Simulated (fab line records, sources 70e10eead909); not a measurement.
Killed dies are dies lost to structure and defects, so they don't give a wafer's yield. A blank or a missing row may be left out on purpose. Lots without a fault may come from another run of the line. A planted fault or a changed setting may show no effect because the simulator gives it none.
Chamber matching | flow nand_harc | NHARC_P_CONTACT_CMP_24 on cmp-01: 4 sister chambers
The step polishes, t overpolish 30 s, target thk 200 nm. 4 wafers are shown with their chamber, then 12 later ones without.

WAFERS WITH THEIR CHAMBER
wafer  | chamber | motor_current_A (A)
L085.1 | 3       | 12.2
L092.1 | 0       | 11.1
L092.3 | 1       | 13.9
L092.4 | 2       | 11.2

WAFERS WITHOUT THEIR CHAMBER
wafer  | motor_current_A (A)
L093.3 | 11.6
L093.5 | 12.1
L093.6 | 11.7
L094.1 | 11.9
L094.2 | 10.8
L094.6 | 13.9
L096.1 | 13.8
L096.2 | 10.9
L096.4 | 11.5
L097.1 | 12.3
L097.2 | 11.1
L097.4 | 12.4

WHICH CHAMBER EACH WENT THROUGH
wafer  | from the rows above          | in truth
L093.3 | can't be placed: 2 or 0 or 3 | 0
L093.5 | 3                            | 3
L093.6 | can't be placed: 2 or 3 or 0 | 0
L094.1 | can't be placed: 3 or 2 or 0 | 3
L094.2 | can't be placed: 0 or 2      | 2
L094.6 | 1                            | 1
L096.1 | 1                            | 1
L096.2 | can't be placed: 0 or 2      | 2
L096.4 | can't be placed: 2 or 0 or 3 | 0
L097.1 | 3                            | 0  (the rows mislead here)
L097.2 | can't be placed: 0 or 2      | 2
L097.4 | 3                            | 3
Placed correctly: 4 of 12. Can't be placed from these rows: 7 (the true chamber is among the candidates in 7). Placed wrongly: 1.
How it was worked out, from the rows above alone: a wafer's distance from a chamber is the root of the sum, over the readings, of the square of ((its reading less the chamber's mean) divided by the reading's scatter). The wafer belongs to the nearest chamber; if the next one is less than 2 further off, it can't be placed. A chamber's mean is the mean of its shown wafers. The scatter: with one shown wafer a chamber, the root of the mean of the squares of how far each hidden wafer lies from its nearest shown one.
